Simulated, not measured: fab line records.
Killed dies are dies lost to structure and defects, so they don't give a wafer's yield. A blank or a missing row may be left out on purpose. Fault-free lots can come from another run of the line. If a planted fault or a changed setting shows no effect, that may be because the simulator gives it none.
The same fault as seen by 2 desks / flow nand_harc / each desk holds nothing but its own numbers, with what lay behind them at the end

## AT THE METROLOGY DESK
Lot by lot, what the gauges showed, no matter which tool ran the lot: averages of those sampled wafers that carry a number. A lot is out of limits, marked OUT, if its mean lies more than 4 standard deviations from the usual mean; the brackets give that distance.
Columns: A = thk_nm at NHARC_A_ONON_D1_THK_MEAS_08, usual 1001 nm
lot=L134; first seen here=day 7 22:32; A=1001
lot=L135; first seen here=day 8 07:27; A=999
lot=L137; first seen here=day 9 10:02; A=1007
lot=L138; first seen here=day 9 10:02; A=996
lot=L139; first seen here=day 9 22:24; A=1023
lot=L140; first seen here=day 10 02:55; A=1012
lot=L141; first seen here=day 10 22:31; A=995
lot=L142; first seen here=day 11 01:46; A=981
lot=L143; first seen here=day 11 18:35; A=1013
lot=L145; first seen here=day 12 10:12; A=1000
lot=L146; first seen here=day 12 16:53; A=993
lot=L148; first seen here=day 13 20:19; A=1008
lot=L152; first seen here=day 15 08:01; A=1044 (+4.3) OUT
lot=L155; first seen here=day 16 12:40; A=1090 (+8.8) OUT
This desk's verdict: out of limits on L152, L155, starting with L152 at day 15 08:01 (thk_nm at NHARC_A_ONON_D1_THK_MEAS_08). Within limits: L134, L135, L137, L138, L139, L140, L141, L142, L143, L145, L146, L148.

## THE DEFECT DESK
Per lot, the means of the sampled wafers with a number show what the inspections along the route counted. A lot is out of limits, marked OUT, if its mean lies more than 4 standard deviations from the usual mean; the brackets give that distance.
Columns: A = raw_defect_count at NHARC_A_START_INSPECT_01, usual 3.4
lot=L134; first seen here=day 6 20:11; A=3.0
lot=L135; first seen here=day 7 07:12; A=3.3
lot=L137; first seen here=day 8 08:57; A=2.7
lot=L138; first seen here=day 8 09:39; A=3.0
lot=L139; first seen here=day 8 20:24; A=1.7
lot=L140; first seen here=day 9 02:02; A=5.3
lot=L141; first seen here=day 9 17:56; A=3.0
lot=L142; first seen here=day 10 01:07; A=1.3
lot=L143; first seen here=day 10 18:43; A=4.3
lot=L145; first seen here=day 11 05:51; A=2.7
lot=L146; first seen here=day 11 16:11; A=3.0
lot=L148; first seen here=day 12 20:43; A=3.7
lot=L152; first seen here=day 14 02:07; A=3.3
lot=L155; first seen here=day 15 12:37; A=4.0
This desk's finding: nothing out of limits on any of the 14 lots.

## TAKEN TOGETHER
On L152, L155, the metrology desk was in a position to raise an alarm at day 15 08:01.
The defect desk saw nothing out of limits.
The defect desk has L152, L155 on record, within its limits.
The lots listed all ran NHARC_A_ONON_D1_DEP_06 on pecvd_onon-04.

## WHAT THE SIMULATOR HAD INSERTED
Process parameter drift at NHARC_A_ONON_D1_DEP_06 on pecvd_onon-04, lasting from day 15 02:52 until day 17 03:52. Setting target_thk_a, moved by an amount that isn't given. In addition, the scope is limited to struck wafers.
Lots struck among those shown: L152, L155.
Hours from the fault's start to each desk's first reading out of limits: the metrology desk, 5.
